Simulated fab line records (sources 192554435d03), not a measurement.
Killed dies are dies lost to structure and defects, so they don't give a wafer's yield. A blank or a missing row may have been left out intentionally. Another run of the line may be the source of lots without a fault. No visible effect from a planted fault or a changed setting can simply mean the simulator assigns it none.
Problem report in the 8D (eight disciplines) form, filled by code    flow n5Finfet    the parts of the form that need people (team, actions taken, sign-off) are left out

== 1. WHAT WENT WRONG ==
At N5_BEOL_M14_PEB_26, plateTempC averages 131.13 C over 6 wafers from 2 lots, while fault-free wafers read 130.01 C, standard deviation 0.15. Relative to the usual mean, that is a shift of +7.5 standard deviations.
The step: peb time 90 s.
Earliest sighting: wafer L618.2 on lithoTrack-05 at day 16 02:06. At this step, 30 wafers from 11 lots have a number in the record. Rule for "out", or "out of limits": more than 4 standard deviations from the usual mean. All remaining wafers that have a number are taken as sound.

== 2. WHAT IT IS, AND WHAT IT ISN'T ==
question                     is                      is not
which readings at this step  plateTempC              -
which lots                   L618, L619              L596, L597, L598, L599, L601, L604, L605, L606, L607
which wafers of those lots   all that have a number  -
read on which tools          lithoTrack-05           lithoTrack-01, lithoTrack-02
when                         from day 16 02:06       up to then (24 sound wafers)

== 3. THE SUSPECTS, EACH WITH WHAT RULES IT OUT ==
Counting: a tool stays on the suspect list if, at a process step up to the reading, it processed all lots that are out and no sound lot following the first of them.
- lithoTrack-05 at N5_BEOL_M14_PEB_26 (peb time 90 s): kept. It ran every lot that is out, first L618 (day 16 02:06), and no sound lot after that; its last sound lot up to then is L607 (day 13 06:19). Out on those wafers are its own readings of plateTempC.
After counting, what remains is lithoTrack-05 at N5_BEOL_M14_PEB_26.

== 4. THE CAUSE (what the simulator had put in) ==
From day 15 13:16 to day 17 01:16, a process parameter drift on lithoTrack-05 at N5_BEOL_M14_PEB_26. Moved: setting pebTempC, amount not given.
Only this tool survived the counting.

== 5. THE EFFECT CHAIN, in route order ==
One row per reading whose mean, taken over the struck wafers that have a number, lies over 3 standard deviations from the usual. Readings are gone through only where the record gives a usual standard deviation; hours: the median, over the lots, of the time from a lot's start at the first step in this table giving one to that lot's start at this step; sigmas: the change measured in usual standard deviations.
hours  step                    reading     usual     on struck wafers  change  sigmas
0      N5_BEOL_M14_PEB_26      plateTempC  130.01 C  131.13            +1.12   +7.5
0      N5_BEOL_M14_CD_MEAS_28  cdNm        285.2 nm  291.4             +6.2    +3.1
The process steps in it:
- N5_BEOL_M14_PEB_26: peb time 90 s.

== 6. WHAT WOULD HAVE CAUGHT IT SOONER ==
In this record no reading fell out of limits until day 16 02:06, 13 hours after the fault had begun at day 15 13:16.
